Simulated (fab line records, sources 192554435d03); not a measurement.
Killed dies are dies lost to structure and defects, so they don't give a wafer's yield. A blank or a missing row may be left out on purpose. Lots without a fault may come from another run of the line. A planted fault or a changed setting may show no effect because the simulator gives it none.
Which tool did it? | flow n5_finfet | 10 lots, 30 wafers sampled, at 5 steps of a route of 1938

WHAT THE GAUGES READ, wafer by wafer
The record holds no reading of a measuring or inspecting step that can be judged against a usual standard deviation.

WHICH TOOL RAN EACH LOT (tool, then ch and the chambers of the sampled wafers, then the start)
lot  | N5_BEOL_M13_ETCH_67                | N5_BEOL_M13_STRIP_37                 | N5_BEOL_M13_SPUTTER_43       | N5_BEOL_M13_ANNEAL_48            | N5_BEOL_M13_CMP_49
L607 | rie_diel-03 ch 2,3, day 11 07:33   | plasma_asher-02 ch 0,1, day 11 08:09 | pvd_sputter-02, day 11 10:01 | rtp_anneal-02 ch 0, day 11 10:42 | cmp-01 ch 1,2,3, day 11 10:55
L608 | rie_diel-02 ch 1,2, day 11 21:50   | plasma_asher-01 ch 0,1, day 11 22:25 | pvd_sputter-02, day 11 23:02 | rtp_anneal-02 ch 0, day 11 23:28 | cmp-04 ch 0,2,3, day 11 23:51
L611 | rie_diel-02 ch 1,2,3, day 12 07:46 | plasma_asher-02 ch 0,1, day 12 08:21 | pvd_sputter-02, day 12 10:05 | rtp_anneal-02 ch 0, day 12 10:32 | cmp-01 ch 1,2,3, day 12 10:50
L612 | rie_diel-01 ch 0,1,3, day 12 15:01 | plasma_asher-02 ch 0,1, day 12 15:37 | pvd_sputter-02, day 12 16:14 | rtp_anneal-01 ch 0, day 12 17:04 | cmp-01 ch 0,3, day 12 17:27
L613 | rie_diel-01 ch 1,3, day 12 18:33   | plasma_asher-02 ch 1, day 12 19:08   | pvd_sputter-03, day 12 21:56 | rtp_anneal-02 ch 0, day 12 22:31 | cmp-01 ch 1,2,3, day 12 22:49
L619 | rie_diel-03 ch 0,1, day 14 06:44   | plasma_asher-02 ch 0,1, day 14 07:19 | pvd_sputter-01, day 14 08:13 | rtp_anneal-02 ch 0, day 14 08:43 | cmp-04 ch 0,1, day 14 09:00
L623 | rie_diel-01 ch 1,2,3, day 15 04:25 | plasma_asher-01 ch 0,1, day 15 05:00 | pvd_sputter-01, day 15 05:35 | rtp_anneal-01 ch 0, day 15 06:04 | cmp-03 ch 0,1,2, day 15 06:19
L627 | rie_diel-01 ch 0,1,2, day 16 05:34 | plasma_asher-01 ch 0,1, day 16 06:09 | pvd_sputter-03, day 16 06:47 | rtp_anneal-01 ch 0, day 16 07:29 | cmp-04 ch 0,1,2, day 16 07:47
L625 | rie_diel-02 ch 0,1, day 16 08:06   | plasma_asher-02 ch 0,1, day 16 08:42 | pvd_sputter-03, day 16 10:31 | rtp_anneal-01 ch 0, day 16 11:03 | cmp-04 ch 1,2, day 16 11:16
L630 | rie_diel-03 ch 0,3, day 17 11:12   | plasma_asher-01 ch 0,1, day 17 11:47 | pvd_sputter-02, day 17 13:54 | rtp_anneal-01 ch 0, day 17 14:23 | cmp-04 ch 0,1,3, day 17 14:43
- N5_BEOL_M13_ETCH_67: etches SiARC in CF4, target depth 143 nm, time 238.3 s.
- N5_BEOL_M13_STRIP_37: strips in N2/H2.
- N5_BEOL_M13_SPUTTER_43: material TaN, target thk 15 nm, time 24.19 s.
- N5_BEOL_M13_ANNEAL_48: time 90 s.
- N5_BEOL_M13_CMP_49: polishes, stops on SiOC, t overpolish 17.1 s, target thk 420 nm.

WHAT THE TOOLS THEMSELVES READ (means of the sampled wafers that have a number; where no wafer has one, the mark that the record gives instead)
N5_BEOL_M13_ETCH_67.
lot  | tool        | cf4_flow_sccm (sccm) | drypump_motor_current_A (A) | etch_rf_on_time_s (s) | oes_product_au (a.u.) | rf_fwd_power_W (W) | rf_vpp_V (V) | showerhead_plenum_p_Torr (Torr) | throttle_valve_pct (%)
L607 | rie_diel-03 | 99.9                 | 5.8                         | 240.0                 | 0.62                  | 540.7              | 183.0        | 2.16                            | 15.71
L608 | rie_diel-02 | 100.2                | 6.4                         | 240.7                 | 0.61                  | 542.6              | 182.5        | 2.04                            | 15.77
L611 | rie_diel-02 | 100.1                | 6.0                         | 235.9                 | 0.65                  | 542.8              | 182.6        | 2.05                            | 15.74
L612 | rie_diel-01 | 100.0                | 6.0                         | 237.8                 | 0.66                  | 542.2              | 183.2        | 2.12                            | 15.77
L613 | rie_diel-01 | 99.9                 | 6.1                         | 236.0                 | 0.65                  | 541.4              | 183.8        | 2.12                            | 15.77
L619 | rie_diel-03 | 99.7                 | 6.1                         | 238.6                 | 0.65                  | 544.9              | 182.5        | 2.03                            | 15.69
L623 | rie_diel-01 | 99.8                 | 5.9                         | 235.7                 | 0.68                  | 542.4              | 184.4        | 2.13                            | 15.79
L627 | rie_diel-01 | 100.1                | 5.9                         | 238.4                 | 0.68                  | 543.6              | 184.0        | 2.13                            | 15.79
L625 | rie_diel-02 | 100.4                | 6.1                         | 239.9                 | 0.67                  | 541.8              | 183.9        | 2.10                            | 15.57
L630 | rie_diel-03 | 99.6                 | 5.7                         | 240.2                 | 0.65                  | 544.7              | 184.5        | 2.17                            | 15.65

N5_BEOL_M13_STRIP_37.
lot  | tool            | drypump_motor_current_A (A) | heater_power_w (W) | oes_product_au (a.u.)
L607 | plasma_asher-02 | 5.7                         | 353                | 0.778
L608 | plasma_asher-01 | 5.2                         | 327                | 0.776
L611 | plasma_asher-02 | 5.7                         | 355                | 0.793
L612 | plasma_asher-02 | 5.7                         | 353                | 0.787
L613 | plasma_asher-02 | 5.6                         | 368                | 0.797
L619 | plasma_asher-02 | 5.7                         | 358                | 0.785
L623 | plasma_asher-01 | 5.2                         | 324                | 0.783
L627 | plasma_asher-01 | 5.2                         | 325                | 0.784
L625 | plasma_asher-02 | 5.7                         | 355                | 0.787
L630 | plasma_asher-01 | 5.2                         | 324                | 0.788

N5_BEOL_M13_SPUTTER_43.
lot  | tool           | bias_v (V) | throttle_valve_pct (%)
L607 | pvd_sputter-02 | 167.3      | 29.4
L608 | pvd_sputter-02 | 169.2      | 30.9
L611 | pvd_sputter-02 | 169.1      | 28.4
L612 | pvd_sputter-02 | 167.9      | 30.7
L613 | pvd_sputter-03 | 168.7      | 30.5
L619 | pvd_sputter-01 | 167.7      | 29.4
L623 | pvd_sputter-01 | 168.3      | 29.8
L627 | pvd_sputter-03 | 166.9      | 30.1
L625 | pvd_sputter-03 | 167.7      | 30.6
L630 | pvd_sputter-02 | 168.3      | 30.2

N5_BEOL_M13_ANNEAL_48.
lot  | tool          | wafer_temp_C_max
L607 | rtp_anneal-02 | 226.8
L608 | rtp_anneal-02 | 226.5
L611 | rtp_anneal-02 | 226.1
L612 | rtp_anneal-01 | 225.7
L613 | rtp_anneal-02 | 226.5
L619 | rtp_anneal-02 | 226.4
L623 | rtp_anneal-01 | 226.0
L627 | rtp_anneal-01 | 225.9
L625 | rtp_anneal-01 | 225.9
L630 | rtp_anneal-01 | 225.8

N5_BEOL_M13_CMP_49.
lot  | tool   | barrier_field_endpoint_s (s) | motor_current_A (A)
L607 | cmp-01 | 30.2                         | 5.8
L608 | cmp-04 | 31.1                         | 5.8
L611 | cmp-01 | 29.3                         | 6.0
L612 | cmp-01 | 28.4                         | 6.5
L613 | cmp-01 | 30.6                         | 5.7
L619 | cmp-04 | 30.4                         | 6.0
L623 | cmp-03 | 31.4                         | 6.3
L627 | cmp-04 | 30.9                         | 5.9
L625 | cmp-04 | 30.7                         | 6.1
L630 | cmp-04 | 30.7                         | 5.8

THE ANSWER, worked out from the rows above alone
Rule: what is usual is taken from the lots themselves. Put in order of their means at a reading, lots are off if they are a third of the lots or fewer, leave a main group of 4 or more, and stand apart from it by a gap of 3 or more times the standard deviation of the main group's means; of several such gaps the widest counts. A main group whose means are all the same, to the digits that the tables above print for the reading, isn't used. A lot without any number at a reading at which 4 lots or more have one is off too. The other lots that the step has rows for count as sound. The gauges are gone through in route order, then the tools' own readings, and for those a lot's mean is taken as printed above. The first step at which some lot is off is used, and at that step the reading that is off furthest; a lot without a number counts as furthest.
No lot is off at any reading shown: from this, nothing can be told.

WHAT THE SIMULATOR HAD PUT IN
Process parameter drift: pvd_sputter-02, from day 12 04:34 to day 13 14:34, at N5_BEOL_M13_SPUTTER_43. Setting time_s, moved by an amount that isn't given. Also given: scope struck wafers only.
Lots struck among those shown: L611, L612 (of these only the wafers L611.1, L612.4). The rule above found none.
